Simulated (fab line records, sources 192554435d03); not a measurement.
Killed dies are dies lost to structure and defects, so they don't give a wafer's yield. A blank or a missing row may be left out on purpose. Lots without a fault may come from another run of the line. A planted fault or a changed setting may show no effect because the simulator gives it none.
Chamber matching | flow n5_finfet | N5_HKMG_FIN_ALD_71 on ald_metal-02: 4 sister chambers
The step deposits TiN, target thk 1 nm, pulse time 1 s, purge time 3 s. 8 wafers are shown with their chamber, then 7 later ones without.

WAFERS WITH THEIR CHAMBER
wafer  | chamber | heater_power_w (W) | heater_power_outer_w (W)
L074.2 | 0       | 913                | 562
L074.3 | 3       | 1091               | 695
L083.5 | 2       | 899                | 543
L086.1 | 2       | 907                | 534
L086.5 | 1       | 1111               | 743
L086.6 | 0       | 907                | 570
L089.1 | 1       | 1108               | 771
L089.2 | 3       | 1084               | 704

WAFERS WITHOUT THEIR CHAMBER
wafer  | heater_power_w (W) | heater_power_outer_w (W)
L089.5 | 907                | 573
L093.1 | 877                | 544
L093.4 | 1109               | 731
L093.5 | 900                | 523
L096.2 | 1080               | 702
L096.3 | 1094               | 742
L096.6 | 1068               | 697

WHICH CHAMBER EACH WENT THROUGH
wafer  | from the rows above     | in truth
L089.5 | 0                       | 0
L093.1 | can't be placed: 2 or 0 | 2
L093.4 | 1                       | 1
L093.5 | 2                       | 2
L096.2 | 3                       | 3
L096.3 | can't be placed: 1 or 3 | 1
L096.6 | 3                       | 3
Placed correctly: 5 of 7. Can't be placed from these rows: 2 (the true chamber is among the candidates in 2). Placed wrongly: 0.
How it was worked out, from the rows above alone: a wafer's distance from a chamber is the root of the sum, over the readings, of the square of ((its reading less the chamber's mean) divided by the reading's scatter). The wafer belongs to the nearest chamber; if the next one is less than 2 further off, it can't be placed. A chamber's mean is the mean of its shown wafers. The scatter: the root of (the sum of the squares of (reading less its chamber's mean) over the shown wafers, divided by (wafers less chambers)).
